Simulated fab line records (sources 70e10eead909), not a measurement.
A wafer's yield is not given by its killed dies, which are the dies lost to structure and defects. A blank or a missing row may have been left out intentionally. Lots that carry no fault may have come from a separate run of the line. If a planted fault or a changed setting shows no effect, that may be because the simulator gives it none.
Which tool was responsible? ; flow nandHarc ; 24 lots with 72 wafers sampled at 5 steps, on a route of 1302 steps

WHAT THE GAUGES READ, wafer by wafer
NHARC_P_M2_THK_MEAS_24: measures by xrf.
lot;measured;on;thkNm (nm)
L074;day 6 12:19;filmMetro-01;144.6 144.4 147.3
L075;day 7 00:59;filmMetro-01;142.8 145.4 145.1
L076;day 7 09:08;filmMetro-01;141.7 142.9 143.9
L077;day 7 21:10;filmMetro-02;140.9 144.0 146.2
L078;day 7 21:46;filmMetro-02;142.0 143.6 142.0
L079;day 8 12:47;filmMetro-02;143.8 144.9 145.4
L080;day 9 03:24;filmMetro-02;140.6 145.2 144.1
L081;day 9 09:34;filmMetro-01;141.2 144.0 144.2
L082;day 9 22:16;filmMetro-02;141.9 144.1 143.5
L083;day 10 11:02;filmMetro-02;144.0 145.7 144.5
L084;day 10 19:19;filmMetro-02;145.4 145.6 144.2
L085;day 10 23:55;filmMetro-02;144.2 143.5 141.5
L086;day 11 14:07;filmMetro-02;145.2 143.6 144.8
L087;day 11 18:04;filmMetro-02;143.8 144.6 145.6
L088;day 12 09:13;filmMetro-02;143.9 144.3 145.4
L089;day 12 16:01;filmMetro-02;144.4 142.7 143.0
L090;day 13 06:58;filmMetro-02;145.7 148.3 144.3
L091;day 13 18:23;filmMetro-02;145.1 144.4 145.5
L092;day 13 18:56;filmMetro-01;143.8 145.2 142.9
L093;day 14 09:13;filmMetro-02;144.5 145.9 143.9
L094;day 15 02:40;filmMetro-01;143.7 143.9 141.2
L095;day 15 04:24;filmMetro-02;142.8 142.4 144.7
L096;day 15 15:53;filmMetro-02;144.4 145.9 141.3
L097;day 16 03:41;filmMetro-01;142.7 146.0 145.4

NHARC_P_M2_INSPECT_27.
lot;measured;on;rawDefectCount
L074;day 6 12:28;defectInspect-02;234 327 375
L075;day 7 01:08;defectInspect-02;364 235 388
L076;day 7 09:17;defectInspect-01;335 329 235
L077;day 7 21:19;defectInspect-02;357 252 435
L078;day 7 21:56;defectInspect-01;167 168 206
L079;day 8 12:56;defectInspect-02;443 202 275
L080;day 9 03:33;defectInspect-02;203 235 160
L081;day 9 09:43;defectInspect-02;285 254 141
L082;day 9 22:25;defectInspect-01;247 243 187
L083;day 10 11:12;defectInspect-01;495 502 406
L084;day 10 19:28;defectInspect-01;174 269 135
L085;day 11 00:05;defectInspect-02;447 446 271
L086;day 11 14:16;defectInspect-01;328 139 151
L087;day 11 18:14;defectInspect-01;441 610 403
L088;day 12 09:22;defectInspect-02;292 319 322
L089;day 12 16:10;defectInspect-01;278 147 318
L090;day 13 07:08;defectInspect-01;288 537 274
L091;day 13 18:32;defectInspect-01;280 377 353
L092;day 13 19:06;defectInspect-01;176 239 134
L093;day 14 09:22;defectInspect-01;352 228 307
L094;day 15 02:50;defectInspect-01;242 382 314
L095;day 15 04:34;defectInspect-02;335 437 255
L096;day 15 16:02;defectInspect-01;304 163 326
L097;day 16 03:52;defectInspect-02;361 327 468

NHARC_P_BONDPAD_THK_MEAS_33: measures by ellipsometry.
lot;measured;on;thkNm (nm)
L074;day 6 13:40;filmMetro-02;198.7 201.3 200.0
L075;day 7 02:20;filmMetro-02;199.0 201.5 201.9
L076;day 7 10:30;filmMetro-01;199.3 199.8 200.0
L077;day 7 22:31;filmMetro-02;198.7 202.3 197.9
L078;day 7 23:08;filmMetro-02;199.8 200.7 200.2
L079;day 8 14:10;filmMetro-01;201.4 199.1 201.7
L080;day 9 04:46;filmMetro-01;199.1 199.4 199.8
L081;day 9 10:56;filmMetro-02;199.1 198.9 197.8
L082;day 9 23:47;filmMetro-02;198.1 198.1 199.5
L083;day 10 12:34;filmMetro-02;200.5 198.3 200.3
L084;day 10 20:41;filmMetro-02;200.9 201.3 200.9
L085;day 11 01:17;filmMetro-02;196.7 201.2 200.9
L086;day 11 15:29;filmMetro-02;201.9 201.1 198.8
L087;day 11 19:27;filmMetro-02;201.2 201.1 201.5
L088;day 12 10:35;filmMetro-02;197.8 197.9 197.2
L089;day 12 17:23;filmMetro-01;201.9 201.1 197.2
L090;day 13 08:29;filmMetro-01;197.7 197.2 200.6
L091;day 13 19:44;filmMetro-01;201.2 199.5 201.9
L092;day 13 20:36;filmMetro-02;200.3 199.8 201.7
L093;day 14 10:37;filmMetro-01;197.6 197.6 196.7
L094;day 15 04:04;filmMetro-01;202.6 199.0 197.6
L095;day 15 05:47;filmMetro-01;198.5 200.8 200.3
L096;day 15 17:15;filmMetro-01;200.9 198.8 199.6
L097;day 16 05:05;filmMetro-01;199.4 202.2 199.5

TOOL THAT RAN EACH LOT (tool first, then ch and the chambers of the sampled wafers, then the start)
lot;NHARC_P_M2_DESCUM_14;NHARC_P_BONDPAD_DEP_00
L074;rieDiel-12 ch 0,1,3, day 6 09:53;pecvd-04 ch 0,2, day 6 13:40 or earlier
L075;rieDiel-12 ch 1,2, day 6 22:29;pecvd-02 ch 0,2, day 7 02:20 or earlier
L076;rieDiel-12 ch 0,2, day 7 06:42;pecvd-03 ch 0,1,2, day 7 09:53
L077;rieDiel-12 ch 0,1,3, day 7 18:31;pecvd-03 ch 0,1,2, day 7 22:31 or earlier
L078;rieDiel-01 ch 0,2, day 7 19:21;pecvd-04 ch 0,1,2, day 7 22:29
L079;rieDiel-01 ch 2,3, day 8 10:17;pecvd-02 ch 0,1,2, day 8 13:38
L080;rieDiel-01 ch 0,1,3, day 9 01:00;pecvd-02 ch 0,2, day 9 04:13
L081;rieDiel-12 ch 0,2,3, day 9 07:08;pecvd-03 ch 0,1, day 9 10:19
L082;rieDiel-12 ch 0,1,3, day 9 19:51;pecvd-04 ch 1,2, day 9 23:03
L083;rieDiel-01 ch 0,2,3, day 10 08:28;pecvd-03 ch 1,2, day 10 11:55
L084;rieDiel-12 ch 0,3, day 10 16:52;pecvd-04 ch 0,1, day 10 20:01
L085;rieDiel-12 ch 1,2,3, day 10 21:30;pecvd-02 ch 0,1,2, day 11 00:38
L086;rieDiel-01 ch 0,2, day 11 11:41;pecvd-04 ch 0,1,2, day 11 14:52
L087;rieDiel-12 ch 2,3, day 11 15:21;pecvd-04 ch 0,2, day 11 18:47
L088;rieDiel-01 ch 0,3, day 12 06:41;pecvd-03 ch 0,2, day 12 09:58
L089;rieDiel-12 ch 0,1,2, day 12 13:37;pecvd-02 ch 0,1,2, day 12 16:44
L090;rieDiel-01 ch 0,1,2, day 13 04:34;pecvd-02 ch 0,1,2, day 13 07:58
L091;rieDiel-12 ch 1,2,3, day 13 15:58;pecvd-04 ch 1,2, day 13 19:05
L092;rieDiel-01 ch 0,2,3, day 13 16:31;pecvd-02 ch 0,2, day 13 19:52
L093;rieDiel-12 ch 0,2,3, day 14 06:49;pecvd-02 ch 0,2, day 14 10:00
L094;rieDiel-09 ch 0,1,2, day 14 23:06;pecvd-04 ch 0,1,2, day 15 03:27
L095;rieDiel-12 ch 0,3, day 15 01:58;pecvd-03 ch 0,1,2, day 15 05:15
L096;rieDiel-12 ch 0,1, day 15 13:10;pecvd-02 ch 0,1,2, day 15 16:41
L097;rieDiel-09 ch 0,1,3, day 16 01:17;pecvd-02 ch 0,1, day 16 04:25
- NHARC_P_M2_DESCUM_14: chemistry O2, time 3 s.
- NHARC_P_BONDPAD_DEP_00: deposits SiCN, target thk 250 nm.

WHAT THE TOOLS THEMSELVES READ (means of the sampled wafers that have a number; where no wafer has one, the mark that the record gives instead)
NHARC_P_M2_DESCUM_14.
lot;tool;chamberPressureMTorr (mTorr);drypumpMotorCurrentA (A);mfcArSccm (sccm);oesProductAu (a.u.);rfVppV (V);showerheadPlenumPTorr (Torr);throttleValvePct (%)
L074;rieDiel-12;60.07;5.4;0.000;0.997;58.7;1.93;11.303
L075;rieDiel-12;60.01;5.7;0.013;1.004;58.7;1.97;11.316
L076;rieDiel-12;60.01;5.2;0.006;1.006;56.8;1.86;11.317
L077;rieDiel-12;60.02;5.4;0.000;0.997;57.6;1.93;11.318
L078;rieDiel-01;59.99;5.5;0.017;1.008;58.0;1.92;11.304
L079;rieDiel-01;60.05;6.1;0.016;0.991;58.4;2.00;11.314
L080;rieDiel-01;59.96;5.6;0.004;1.004;57.7;1.89;11.318
L081;rieDiel-12;60.06;5.6;0.006;0.999;58.1;1.94;11.312
L082;rieDiel-12;60.00;5.4;0.000;1.000;58.4;1.93;11.311
L083;rieDiel-01;60.00;5.8;0.012;0.993;57.8;1.95;11.302
L084;rieDiel-12;59.97;5.7;0.000;1.007;58.0;1.96;11.301
L085;rieDiel-12;60.02;5.8;0.006;1.001;58.0;1.99;11.302
L086;rieDiel-01;59.99;5.5;0.017;1.003;58.4;1.92;11.310
L087;rieDiel-12;60.07;6.0;0.006;1.003;57.9;2.02;11.305
L088;rieDiel-01;59.99;5.9;0.004;0.996;57.8;1.94;11.300
L089;rieDiel-12;59.97;5.3;0.006;1.004;56.9;1.90;11.309
L090;rieDiel-01;60.04;5.5;0.012;0.994;58.3;1.91;11.304
L091;rieDiel-12;60.03;5.8;0.006;0.986;58.1;1.99;11.316
L092;rieDiel-01;60.03;5.8;0.012;0.995;58.1;1.95;11.319
L093;rieDiel-12;60.00;5.6;0.006;0.998;58.1;1.94;11.310
L094;rieDiel-09;59.99;6.0;0.009;0.988;57.7;1.92;11.317
L095;rieDiel-12;59.97;5.7;0.000;0.997;57.4;1.96;11.312
L096;rieDiel-12;59.93;5.0;0.000;1.009;56.6;1.84;11.306
L097;rieDiel-09;59.94;5.7;0.005;0.995;57.6;1.96;11.310

NHARC_P_BONDPAD_DEP_00.
lot;tool;heaterPowerW (W);susceptorTempC (C)
L074;pecvd-04;641;370.10
L075;pecvd-02;511;370.14
L076;pecvd-03;565;370.07
L077;pecvd-03;528;369.94
L078;pecvd-04;599;370.02
L079;pecvd-02;587;370.24
L080;pecvd-02;508;370.00
L081;pecvd-03;499;369.78
L082;pecvd-04;520;370.01
L083;pecvd-03;487;369.96
L084;pecvd-04;537;369.97
L085;pecvd-02;562;370.18
L086;pecvd-04;575;369.93
L087;pecvd-04;623;370.25
L088;pecvd-03;567;369.85
L089;pecvd-02;575;369.97
L090;pecvd-02;517;369.92
L091;pecvd-04;468;369.80
L092;pecvd-02;559;369.94
L093;pecvd-02;552;369.98
L094;pecvd-04;568;370.11
L095;pecvd-03;561;370.25
L096;pecvd-02;572;369.97
L097;pecvd-02;563;370.03

THE ANSWER, worked out from the rows above alone
Rule: the lots themselves supply what counts as usual. Put in order of their means at a reading, lots are off if they are a third of the lots or fewer, leave a main group of 4 or more, and stand apart from it by a gap of 3 or more times the standard deviation of the main group's means; of several such gaps the widest counts. If all means in a main group match to the digits the tables above print for the reading, that group is not used. A lot without any number at a reading at which 4 lots or more have one is off too. Where the step has rows for the other lots, those lots are counted as sound. Order of review: gauges by route order, followed by the tools' own readings, for which a lot's mean as printed above is used. At the first step where some lot is off, the reading lying furthest off is the one used; lots without a number count as furthest.
No lot is off at any reading shown: from this, nothing can be told.

WHAT WAS PUT IN BY THE SIMULATOR
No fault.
